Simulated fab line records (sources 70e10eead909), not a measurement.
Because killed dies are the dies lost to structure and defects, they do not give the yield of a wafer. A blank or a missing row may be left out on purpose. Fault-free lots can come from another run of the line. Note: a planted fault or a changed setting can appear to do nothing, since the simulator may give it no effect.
A lot that was struck, set against a sound lot    flow nand harc    35 out of 1159 route steps
Sound: wafers L886.1, L886.2, L886.3. Struck: wafer L902.5. (L902.2, L902.4 of the same lot were not struck and are left out.) The cause comes at the end.
Per side, at each step with rows, come the tool, then ch with its chambers, and then its first start. Under that, the readings that differ: sound wafers    struck wafers    difference of the means    sigmas: that difference in standard deviations of wafers without a fault.
alike: same words and numbers on both sides, and readings whose means sit less than 2 such deviations apart. not compared: any withheld reading, any reading some wafer has no value for, any bound like >300 that may hide the same value, and any number with overlapping values for which the record gives no deviation.
A row with sigmas, a row that says differs or no value, or rows on one side alone: a step with any of these is where the two part. Non-overlapping numbers with no deviation appear without sigmas and do not part them. Lack of a reading on every wafer of one side parts them only where that side has two or more wafers.

first, 10 steps without rows for these wafers: NHARC_A_SGD_CUT_SRD_19; NHARC_A_SGD_CUT_DEP_20 (deposits SiO2, target thk 150 nm); NHARC_A_SGD_CUT_ANNEAL_27 (time 1800 s); NHARC_A_SGD_CUT_CMP_21 (polishes, target thk 148.19 nm); NHARC_A_SGD_CUT_SRD_23; NHARC_A_SGD_CUT_ETCH_26 (etches SiO2 in dHF, target depth 45.8 nm); NHARC_A_SGD_CUT_ETCHBACK_24 (etches the open film in CH3F/O2, target depth 50 nm, time 92.857 s); NHARC_A_SGD_CUT_STRIP_28 (strips in O2, time 20 s); NHARC_A_SLIT_DEP_25 (deposits SiO2, target thk 200 nm); NHARC_A_SLIT_DEP_00 (deposits aC, target thk 3200 nm).
NHARC_A_SLIT_DEP_23: deposits SiON, target thk 100 nm.
  sound on pecvd-04 ch 0,1,2, day 15 00:40; struck on pecvd-04 ch 0, day 18 13:29
  alike: heater power w
then, 23 steps without rows for these wafers: NHARC_A_SLIT_DEHYDRATE_01 (time 120 s); NHARC_A_SLIT_HMDS_02 (time 30 s); NHARC_A_SLIT_COAT_03 (resist thk 90 nm); NHARC_A_SLIT_SOFTBAKE_04 (time 55 s); NHARC_A_SLIT_EBR_05; NHARC_A_SLIT_EXPOSE_06 (exposes mask SLIT); NHARC_A_SLIT_PEB_07 (peb time 65 s); NHARC_A_SLIT_DEVELOP_08 (develop time 35 s); NHARC_A_SLIT_DESCUM_14 (chemistry O2, time 3 s); NHARC_A_SLIT_ETCH_24 (etches the open film in CF4/CHF3, target depth 121 nm, time 60.5 s); NHARC_A_SLIT_ETCH_15 (etches the open film in O2/COS, target depth 3200 nm, time 832 s); NHARC_A_SLIT_ETCH_17 (etches the open film in C4F8/O2/Ar, time 1687.5 s, target depth 10100 nm); NHARC_A_SLIT_ETCH_26 (etches the open film in C4F8/O2/Ar, time 90 s, target depth 400 nm); NHARC_A_SLIT_STRIP_28 (strips in O2/COS); NHARC_A_SLIT_ETCH_29 (etches the open film in CF4/O2, target depth 100 nm, overetch 10 nm, time 55 s); NHARC_A_SLIT_STRIP_18 (strips in O2); NHARC_A_SLIT_PRECLEAN_19 (cleans in SC1); NHARC_A_SLIT_SRD_20; NHARC_A_SIN_REMOVE_WET_00 (chemistry H3PO4, time 15300 s); NHARC_A_SIN_REMOVE_PRECLEAN_01 (cleans in SC1); NHARC_A_SIN_REMOVE_SRD_02; NHARC_A_WL_FILL_ALD_00 (deposits Al2O3, target thk 3 nm, pulse time 3 s, ald cycles 30); NHARC_A_WL_FILL_RTA_01 (time 5 s).
-- record jumps: 5 days between struck wafers' starts before vs after; left off in module A_WL_FILL, resumes in module END, first step shown is number 1159 of the route --
NHARC_END_SORT_01:
  at this point the record logs the struck wafers (prober-01 ch 0, day 23 15:52) and has no rows for the sound ones

## WHERE THEY PART
Only at NHARC_END_SORT_01, within this record.

WHY: what had been put in by the simulator
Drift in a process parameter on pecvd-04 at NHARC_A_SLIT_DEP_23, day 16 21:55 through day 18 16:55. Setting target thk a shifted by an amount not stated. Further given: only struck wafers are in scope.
